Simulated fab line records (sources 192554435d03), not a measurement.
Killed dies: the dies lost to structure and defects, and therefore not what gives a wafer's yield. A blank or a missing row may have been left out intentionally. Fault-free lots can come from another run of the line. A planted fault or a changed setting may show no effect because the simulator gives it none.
Chamber matching || flow n5-finfet || rie-diel-03 running N5_BEOL_M3_ETCH_69: 4 sister chambers
The step etches SiARC in CF4, target depth 15.6 nm, time 26 s. 4 wafers are shown with their chamber, then 10 later ones without.

== WAFERS, EACH WITH ITS CHAMBER ==
{"wafer": "L084.3", "chamber": 3, "showerhead-plenum-p-Torr (Torr)": 2.17}
{"wafer": "L085.4", "chamber": 2, "showerhead-plenum-p-Torr (Torr)": 2.22}
{"wafer": "L085.6", "chamber": 0, "showerhead-plenum-p-Torr (Torr)": 2.12}
{"wafer": "L088.5", "chamber": 1, "showerhead-plenum-p-Torr (Torr)": 2.05}

== WAFERS WITHOUT THEIR CHAMBER ==
{"wafer": "L088.6", "showerhead-plenum-p-Torr (Torr)": 2.22}
{"wafer": "L089.2", "showerhead-plenum-p-Torr (Torr)": 2.22}
{"wafer": "L089.4", "showerhead-plenum-p-Torr (Torr)": 2.16}
{"wafer": "L089.5", "showerhead-plenum-p-Torr (Torr)": 2.05}
{"wafer": "L091.1", "showerhead-plenum-p-Torr (Torr)": 2.12}
{"wafer": "L091.3", "showerhead-plenum-p-Torr (Torr)": 2.22}
{"wafer": "L091.4", "showerhead-plenum-p-Torr (Torr)": 2.16}
{"wafer": "L096.1", "showerhead-plenum-p-Torr (Torr)": 2.04}
{"wafer": "L096.3", "showerhead-plenum-p-Torr (Torr)": 2.16}
{"wafer": "L096.6", "showerhead-plenum-p-Torr (Torr)": 2.12}

== WHICH CHAMBER EACH WENT THROUGH ==
{"wafer": "L088.6", "from the rows above": 2, "in truth": 2}
{"wafer": "L089.2", "from the rows above": 2, "in truth": 2}
{"wafer": "L089.4", "from the rows above": 3, "in truth": 3}
{"wafer": "L089.5", "from the rows above": 1, "in truth": 1}
{"wafer": "L091.1", "from the rows above": 0, "in truth": 0}
{"wafer": "L091.3", "from the rows above": 2, "in truth": 2}
{"wafer": "L091.4", "from the rows above": 3, "in truth": 3}
{"wafer": "L096.1", "from the rows above": 1, "in truth": 1}
{"wafer": "L096.3", "from the rows above": 3, "in truth": 3}
{"wafer": "L096.6", "from the rows above": 0, "in truth": 0}
Placed correctly: 10 of 10. From these rows, 0 cannot be placed. Wrongly placed: 0.
How it was worked out, from the rows above alone: a wafer's distance from a chamber is the root of the sum, over the readings, of the square of ((its reading less the chamber's mean) divided by the reading's scatter). The wafer belongs to the nearest chamber; if the next one is less than 2 further off, it can't be placed. For every chamber, the mean is computed from those of its wafers that are shown. The scatter (one wafer shown for each chamber): square how far every hidden wafer sits from the nearest shown wafer, average those squares and take the square root.
